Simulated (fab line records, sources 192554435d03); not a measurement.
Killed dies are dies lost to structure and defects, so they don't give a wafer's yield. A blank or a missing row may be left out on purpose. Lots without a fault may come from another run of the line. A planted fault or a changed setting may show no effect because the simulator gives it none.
Which tool did it? | flow n5_finfet | 12 lots, 36 wafers sampled, at 5 steps of a route of 1938

WHAT THE GAUGES READ, wafer by wafer
N5_BEOL_M2_THK_MEAS_01. Usual: M2_ILD_THK 78.7 nm, standard deviation 0.99.
lot  | measured     | on            | M2_ILD_THK (nm) | flag
L358 | day 7 04:32  | film_metro-01 | 79.9 78.4 79.0  |
L360 | day 7 12:48  | film_metro-01 | 77.2 77.5 78.4  |
L361 | day 7 15:27  | film_metro-01 | 78.6 77.1 79.9  |
L363 | day 8 01:35  | film_metro-01 | 76.7 78.0 78.5  |
L366 | day 8 21:38  | film_metro-01 | 78.6 78.9 79.7  |
L369 | day 9 13:56  | film_metro-01 | 78.8 77.0 78.7  |
L370 | day 9 16:13  | film_metro-02 | 77.7 78.0 80.1  |
L368 | day 9 21:22  | film_metro-02 | 77.6 78.1 79.2  |
L372 | day 10 14:01 | film_metro-02 | 78.9 77.9 79.1  |
L373 | day 10 16:16 | film_metro-01 | 79.5 79.2 79.8  |
L376 | day 11 14:10 | film_metro-02 | 78.3 79.1 80.1  |
L380 | day 12 10:52 | film_metro-01 | 78.0 76.6 78.4  |

N5_BEOL_M2_CD_MEAS_11: target cd 16.79 nm. Usual: cd_nm 16.83 nm, standard deviation 0.23.
lot  | measured     | on        | cd_nm (nm)        | flag
L358 | day 7 05:40  | cd_sem-03 | 16.95 16.63 16.47 |
L360 | day 7 15:05  | cd_sem-01 | 16.84 16.95 16.71 |
L361 | day 7 16:46  | cd_sem-02 | 16.60 16.84 16.12 |
L363 | day 8 02:47  | cd_sem-01 | 16.86 16.69 16.76 |
L366 | day 9 00:03  | cd_sem-03 | 17.05 17.07 16.66 |
L369 | day 9 16:50  | cd_sem-03 | 16.68 17.03 16.64 |
L370 | day 9 17:19  | cd_sem-03 | 17.15 16.93 17.19 |
L368 | day 9 22:10  | cd_sem-03 | 16.34 16.95 16.87 |
L372 | day 10 14:56 | cd_sem-01 | 16.67 17.01 16.79 |
L373 | day 10 18:00 | cd_sem-02 | 16.71 16.68 16.93 |
L376 | day 11 16:48 | cd_sem-02 | 16.94 16.71 17.28 |
L380 | day 12 11:34 | cd_sem-02 | 16.70 16.78 16.91 |

N5_BEOL_M4_RC_MEAS_101. Usual: DIBL_N 36.4 mV/V, standard deviation 1.4; DIBL_P 36.4 mV/V, standard deviation 1.5; IOFF_N 0.156 nA/um, standard deviation 0.022; IOFF_P 0.210 nA/um, standard deviation 0.023; ION_N 675 uA/um, standard deviation 9.1; ION_P 463 uA/um, standard deviation 5.7; SS_N 71.6 mV/dec, standard deviation 0.45; SS_P 73.3 mV/dec, standard deviation 0.56; VT_N 250 mV, standard deviation 3.1; VT_P -250.3 mV, standard deviation 2.3.
lot  | measured     | on        | DIBL_N (mV/V)  | DIBL_P (mV/V)  | IOFF_N (nA/um)    | IOFF_P (nA/um)    | ION_N (uA/um) | ION_P (uA/um) | SS_N (mV/dec)  | SS_P (mV/dec)  | VT_N (mV)   | VT_P (mV)            | flag
L358 | day 9 10:19  | prober-01 | 36.4 34.4 35.7 | 38.4 36.0 37.3 | 0.172 0.147 0.159 | 0.220 0.183 0.201 | 680 676 680   | 464 466 463   | 71.4 71.8 71.4 | 73.1 73.3 73.2 | 248 251 252 | -247.6 -254.1 -251.3 |
L360 | day 9 12:20  | prober-01 | 36.2 36.3 35.1 | 35.6 34.6 34.0 | 0.170 0.162 0.144 | 0.205 0.180 0.169 | 681 673 677   | 461 455 454   | 72.0 71.7 71.5 | 73.3 73.7 73.6 | 244 249 250 | -249.8 -252.2 -253.3 |
L361 | day 10 05:55 | prober-01 | 34.3 34.1 35.5 | 35.6 34.4 36.1 | 0.126 0.120 0.141 | 0.196 0.192 0.218 | 674 677 673   | 469 472 472   | 70.8 71.4 71.5 | 72.6 72.4 73.1 | 250 254 248 | -251.6 -249.2 -245.6 |
L363 | day 10 13:27 | prober-02 | 37.7 38.0 36.7 | 35.4 35.8 34.6 | 0.175 0.183 0.151 | 0.232 0.243 0.211 | 686 683 681   | 474 466 470   | 71.6 71.3 70.9 | 74.0 73.6 73.6 | 249 248 250 | -249.3 -246.3 -248.6 |
L366 | day 11 09:09 | prober-01 | 36.8 36.9 35.2 | 37.6 37.7 36.0 | 0.161 0.157 0.137 | 0.204 0.212 0.183 | 683 670 667   | 463 457 458   | 71.3 71.6 71.2 | 72.9 73.1 73.0 | 250 253 253 | -250.2 -247.6 -249.6 |
L369 | day 11 17:19 | prober-01 | 35.0 36.0 35.3 | 35.1 36.3 35.5 | 0.130 0.140 0.128 | 0.182 0.199 0.185 | 666 671 659   | 459 462 457   | 71.2 71.7 71.4 | 72.8 74.3 74.0 | 252 253 255 | -256.3 -251.6 -253.3 |
L370 | day 12 11:01 | prober-01 | 39.9 36.8 38.7 | 36.8 32.7 35.2 | 0.185 0.114 0.155 | 0.245 0.179 0.214 | 683 657 676   | 464 461 465   | 70.8 70.9 71.2 | 73.8 72.2 73.6 | 248 254 250 | -249.2 -251.9 -249.4 |
L368 | day 12 00:41 | prober-02 | 34.5 36.2 36.8 | 34.7 36.8 37.5 | 0.114 0.140 0.153 | 0.184 0.209 0.223 | 654 658 669   | 456 456 466   | 71.6 72.5 72.0 | 72.0 73.3 72.7 | 259 254 254 | -250.2 -248.9 -249.1 |
L372 | day 12 16:17 | prober-01 | 36.2 37.6 37.3 | 33.8 36.6 36.0 | 0.155 0.175 0.173 | 0.191 0.228 0.223 | 677 684 687   | 456 468 465   | 71.6 71.5 71.4 | 72.4 73.7 73.1 | 248 249 248 | -249.8 -247.9 -247.1 |
L373 | day 13 01:37 | prober-01 | 37.7 37.9 38.8 | 38.4 38.2 40.0 | 0.171 0.176 0.190 | 0.213 0.225 0.240 | 681 681 691   | 467 465 463   | 71.7 72.3 71.6 | 73.4 73.7 73.7 | 250 249 249 | -251.3 -249.6 -248.2 |
L376 | day 13 23:07 | prober-02 | 34.7 34.6 33.9 | 36.0 35.4 34.7 | 0.134 0.130 0.116 | 0.192 0.187 0.168 | 678 661 665   | 465 459 456   | 71.1 71.7 71.0 | 72.3 72.1 72.4 | 252 251 254 | -251.0 -251.1 -252.2 |
L380 | day 15 06:20 | prober-02 | 37.0 35.1 36.8 | 38.0 36.5 38.2 | 0.164 0.139 0.174 | 0.233 0.205 0.235 | 669 669 676   | 468 465 467   | 71.6 71.4 71.8 | 73.6 72.4 72.8 | 250 252 249 | -249.7 -248.6 -249.1 |

WHICH TOOL RAN EACH LOT (tool, then ch and the chambers of the sampled wafers, then the start)
lot  | N5_BEOL_M1_SPUTTER_96        | N5_BEOL_M2_COAT_05
L358 | pvd_sputter-03, day 7 03:22  | litho_track-01 ch 0, day 7 05:16
L360 | pvd_sputter-01, day 7 11:35  | litho_track-01 ch 0, day 7 14:49
L361 | pvd_sputter-03, day 7 14:16  | litho_track-05 ch 0, day 7 16:30
L363 | pvd_sputter-01, day 8 00:25  | litho_track-05 ch 0, day 8 02:30
L366 | pvd_sputter-01, day 8 20:25  | litho_track-05 ch 0, day 8 23:47
L369 | pvd_sputter-01, day 9 12:46  | litho_track-05 ch 0, day 9 16:27
L370 | pvd_sputter-03, day 9 14:38  | litho_track-05 ch 0, day 9 17:02
L368 | pvd_sputter-03, day 9 20:11  | litho_track-05 ch 0, day 9 21:55
L372 | pvd_sputter-02, day 10 12:40 | litho_track-03 ch 0, day 10 14:40
L373 | pvd_sputter-01, day 10 14:22 | litho_track-03 ch 0, day 10 17:37
L376 | pvd_sputter-02, day 11 12:56 | litho_track-03 ch 0, day 11 16:32
L380 | pvd_sputter-01, day 12 09:41 | litho_track-03 ch 0, day 12 11:18
- N5_BEOL_M1_SPUTTER_96: material Cu, target thk 4.5 nm, time 8.29 s.
- N5_BEOL_M2_COAT_05: resist thk 30 nm.

WHAT THE TOOLS THEMSELVES READ (means of the sampled wafers that have a number; where no wafer has one, the mark that the record gives instead)
N5_BEOL_M1_SPUTTER_96. Usual: throttle_valve_pct 30.5 %, standard deviation 0.92.
lot  | tool           | throttle_valve_pct (%) | flag
L358 | pvd_sputter-03 | 30.1                   |
L360 | pvd_sputter-01 | 30.6                   |
L361 | pvd_sputter-03 | 31.9                   |
L363 | pvd_sputter-01 | 30.3                   |
L366 | pvd_sputter-01 | 30.6                   |
L369 | pvd_sputter-01 | 30.5                   |
L370 | pvd_sputter-03 | 31.3                   |
L368 | pvd_sputter-03 | 31.2                   |
L372 | pvd_sputter-02 | 29.6                   |
L373 | pvd_sputter-01 | 30.4                   |
L376 | pvd_sputter-02 | 29.3                   |
L380 | pvd_sputter-01 | 30.9                   |

N5_BEOL_M2_COAT_05. Usual: chill_plate_temp_C 23.00 C, standard deviation 0.1; dispense_pressure_kPa 47 kPa, standard deviation 3.2; spin_speed_rpm 1499.9 rpm, standard deviation 0.9.
lot  | tool           | chill_plate_temp_C (C) | dispense_pressure_kPa (kPa) | spin_speed_rpm (rpm) | flag
L358 | litho_track-01 | 22.95                  | 53                          | 1500.2               |
L360 | litho_track-01 | 22.96                  | 53                          | 1500.4               |
L361 | litho_track-05 | 22.84                  | 44                          | 1499.2               |
L363 | litho_track-05 | 23.03                  | 44                          | 1500.0               |
L366 | litho_track-05 | 23.07                  | 44                          | 1499.3               |
L369 | litho_track-05 | 22.98                  | 44                          | 1447.1               | OFF
L370 | litho_track-05 | 22.95                  | 44                          | 1446.5               | OFF
L368 | litho_track-05 | 23.03                  | 44                          | 1445.7               | OFF
L372 | litho_track-03 | 22.84                  | 45                          | 1499.5               |
L373 | litho_track-03 | 23.05                  | 45                          | 1500.0               |
L376 | litho_track-03 | 23.18                  | 45                          | 1499.2               |
L380 | litho_track-03 | 23.06                  | 45                          | 1500.6               |

THE ANSWER, worked out from the rows above alone
Rule: a lot is off if the mean of its wafers that have a number lies more than 3 standard deviations from the usual mean. A lot without any number at a reading at which 4 lots or more have one is off too. The other lots that the step has rows for count as sound. The gauges are gone through in route order, then the tools' own readings, and for those a lot's mean is taken as printed above. The first step at which some lot is off is used, and at that step the reading that is off furthest; a lot without a number counts as furthest.
Off: L369, L370, L368, at N5_BEOL_M2_COAT_05 (spin_speed_rpm).
A tool fits if, at that step or a process step before it, it ran every lot that is off, and no sound lot after the first of them. One fits: litho_track-05 at N5_BEOL_M2_COAT_05. Its last sound lot is L366 (day 8 23:47), its first lot that is off L369 (day 9 16:27): a fault that began between those two fits.
The tool's own readings at N5_BEOL_M2_COAT_05 bear it out: on the lots that are off they differ by more than 5 times the standard deviation of the sound lots' means. spin_speed_rpm reads 1446.4 rpm there against 1499.8 rpm on the sound lots.

WHAT THE SIMULATOR HAD PUT IN
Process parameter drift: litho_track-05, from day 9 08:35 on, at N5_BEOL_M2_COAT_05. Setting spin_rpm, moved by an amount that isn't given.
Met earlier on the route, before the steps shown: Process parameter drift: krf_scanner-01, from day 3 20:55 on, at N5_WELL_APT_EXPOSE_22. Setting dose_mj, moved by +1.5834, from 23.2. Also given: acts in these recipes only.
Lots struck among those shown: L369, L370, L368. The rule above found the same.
